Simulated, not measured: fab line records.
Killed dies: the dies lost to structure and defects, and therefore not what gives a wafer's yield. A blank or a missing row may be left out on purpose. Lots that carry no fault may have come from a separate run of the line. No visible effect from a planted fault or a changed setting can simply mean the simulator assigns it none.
A lot that was struck, set against a sound lot :: flow nand-harc :: 42 out of 1302 route steps
Sound: the wafers L381.1, L381.2, L381.4. Struck: wafers L387.3, L387.6. (L387.1 of the same lot was not struck and is left out.) The cause comes at the end.
At each step with rows: each side's tool, then ch and its chambers, then its first start. Under that, the readings that differ: sound wafers :: struck wafers :: difference of the means :: sigmas: that difference in standard deviations of wafers without a fault.
alike: same words and numbers on both sides, and readings whose means sit less than 2 such deviations apart. not compared: any withheld reading, any reading some wafer has no value for, any bound like >300 that may hide the same value, and any number with overlapping values for which the record gives no deviation.
Wherever a step has rows on one side only, a row that says differs or no value, or a row with sigmas, the two part there. When numbers do not overlap yet have no deviation, they are printed without sigmas and do not part them. A reading missing from all wafers of one side parts the sides only when that side holds two or more wafers.

first, 2 steps without rows for these wafers: NHARC_A_CONTACT_ETCH_51 (etches the open film in O2/COS, target depth 7000 nm, time 1820 s); NHARC_A_CONTACT_ETCH_111 (etches the open film in C4F8/O2/Ar, time 140 s, target depth 700 nm).
NHARC_A_CONTACT_ETCH_112: etches the open film in C4F8/O2/Ar, time 190 s, target depth 1850 nm.
  sound on har-cap-etch-03 ch 0,1, day 22 01:17; struck on har-cap-etch-03 ch 1, day 24 22:26
  not compared: rf-hours-counter-h
then, 4 steps without rows for these wafers: NHARC_A_CONTACT_ETCH_113 (etches the open film in C4F8/O2/Ar, time 190 s, target depth 1850 nm); NHARC_A_CONTACT_ETCH_114 (etches the open film in C4F8/O2/Ar, time 190 s, target depth 1850 nm); NHARC_A_CONTACT_ETCH_115 (etches the open film in C4F8/O2/Ar, time 190 s, target depth 1850 nm); NHARC_A_CONTACT_ETCH_116 (etches the open film in C4F8/O2/Ar, time 190 s, target depth 1850 nm).
NHARC_A_CONTACT_ETCH_117: etches the open film in C4F8/O2/Ar, time 190 s, target depth 1850 nm.
  sound on har-cap-etch-03 ch 0,1, day 22 02:08; struck on har-cap-etch-03 ch 1, day 24 23:17
  not compared: rf-hours-counter-h
NHARC_A_CONTACT_ETCH_118: etches the open film in C4F8/O2/Ar, time 190 s, target depth 1850 nm.
  sound on har-cap-etch-03 ch 0,1, day 22 02:19; struck on har-cap-etch-03 ch 1, day 24 23:27
  not compared: rf-hours-counter-h
then, 3 steps without rows for these wafers: NHARC_A_CONTACT_ETCH_119 (etches the open film in C4F8/O2/Ar, time 190 s, target depth 1850 nm); NHARC_A_CONTACT_ETCH_120 (etches the open film in C4F8/O2/Ar, time 190 s, target depth 1850 nm); NHARC_A_CONTACT_ETCH_121 (etches the open film in C4F8/O2/Ar, time 190 s, target depth 1850 nm).
NHARC_A_CONTACT_ETCH_122: etches the open film in C4F8/O2/Ar, time 190 s, target depth 1850 nm.
  sound on har-cap-etch-03 ch 0,1, day 22 03:00; struck on har-cap-etch-03 ch 1, day 25 00:08
  not compared: rf-hours-counter-h
then, 1 step without rows for these wafers: NHARC_A_CONTACT_ETCH_123 (etches the open film in C4F8/O2/Ar, time 490 s, target depth 2110 nm).
NHARC_A_CONTACT_ETCH_90: etches the open film in CH3F/O2, target depth 40 nm, time 85.7 s.
  sound on rie-diel-13 ch 1,2,3, day 22 04:09; struck on rie-diel-10 ch 1,3, day 25 01:19
reading: oes-product-au (a.u.)
sound: 1.00 1.00 1.02
struck: 0.92 0.91
difference: -0.09
sigmas: -2
  alike: drypump-motor-current-A, rf-vpp-V, showerhead-plenum-p-Torr, throttle-valve-pct
  not compared: rf-hours-counter-h
then, 1 step without rows for these wafers: NHARC_A_CONTACT_ETCH_96 (etches the open film in C4F6/O2, target depth 20 nm, time 10 s).
NHARC_A_CONTACT_CD_MEAS_53:
  struck on cd-sem-02, day 25 01:32; sound on cd-sem-03, day 22 04:22
  alike: cd-nm
then, 18 steps without rows for these wafers: NHARC_A_CONTACT_STRIP_99 (strips in N2/H2); NHARC_A_CONTACT_STRIP_100 (strips in CF4/CHF3); NHARC_A_CONTACT_STRIP_101 (strips in O2/COS); NHARC_A_CONTACT_ETCH_102 (etches the open film in CF4/O2, target depth 100 nm, overetch 10 nm, time 55 s); NHARC_A_CONTACT_STRIP_55 (strips in O2); NHARC_A_CONTACT_STRIP_56 (strips in post etch residue remover, time 600 s); NHARC_A_CONTACT_DEP_57 (deposits aC, target thk 5300 nm); NHARC_A_CONTACT_DEP_58 (deposits SiON, target thk 90 nm); NHARC_A_CONTACT_DEHYDRATE_59 (time 120 s); NHARC_A_CONTACT_HMDS_60 (time 30 s); NHARC_A_CONTACT_COAT_61 (time 75 s); NHARC_A_CONTACT_COAT_62 (time 65 s); NHARC_A_CONTACT_COAT_63 (resist thk 90 nm); NHARC_A_CONTACT_SOFTBAKE_64 (time 55 s); NHARC_A_CONTACT_EBR_65; NHARC_A_CONTACT_EXPOSE_66 (exposes mask A CC 2); NHARC_A_CONTACT_PEB_67 (peb time 65 s); NHARC_A_CONTACT_DEVELOP_68 (develop time 35 s).
NHARC_A_CONTACT_CD_MEAS_69 targets a cd of 300 nm.
  sound on cd-sem-02 ch 0, day 22 09:15; struck on cd-sem-01 ch 0, day 25 08:19
  alike: cd-nm
NHARC_A_CONTACT_OVL_MEAS_70:
  struck on overlay-02, day 25 08:24; sound on overlay-01, day 22 09:20
reading: overlay-y-nm (nm)
sound: -1.3 -1.3 -0.9
struck: 0.9 1.0
difference: +2.1
sigmas: +2
  alike: overlay-x-nm
NHARC_A_CONTACT_DESCUM_74: chemistry O2, time 3 s.
  sound on rie-diel-10 ch 0,1,3, day 22 09:26; struck on rie-diel-11 ch 1,3, day 25 08:29
reading: rf-vpp-V (V)
sound: 55.3 55.8 56.6
struck: 58.3 57.6
difference: +2.1
sigmas: +2
  alike: drypump-motor-current-A, oes-product-au, showerhead-plenum-p-Torr, throttle-valve-pct
  not compared: rf-hours-counter-h
then, 3 steps without rows for these wafers: NHARC_A_CONTACT_ETCH_75 (etches the open film in CF4, target depth 39 nm, time 65 s); NHARC_A_CONTACT_ETCH_76 (etches the open film in N2/H2, target depth 260 nm, time 475.3 s); NHARC_A_CONTACT_ETCH_77 (etches the open film in CF4/CHF3, target depth 108.9 nm, time 54.5 s).
-- the record jumps here: 3 days lie between the struck wafers' starts before and after (it left off in module A_CONTACT and takes up again in module END, whose first step shown is number 1302 of the route) --
NHARC_END_SORT_01:
  the record has rows for the struck wafers here (prober-02 ch 0, day 27 23:14) and none for the sound ones

## WHERE THEY PART
First at NHARC_A_CONTACT_ETCH_90; last, within this record, at NHARC_END_SORT_01.

WHY: what the simulator had put in
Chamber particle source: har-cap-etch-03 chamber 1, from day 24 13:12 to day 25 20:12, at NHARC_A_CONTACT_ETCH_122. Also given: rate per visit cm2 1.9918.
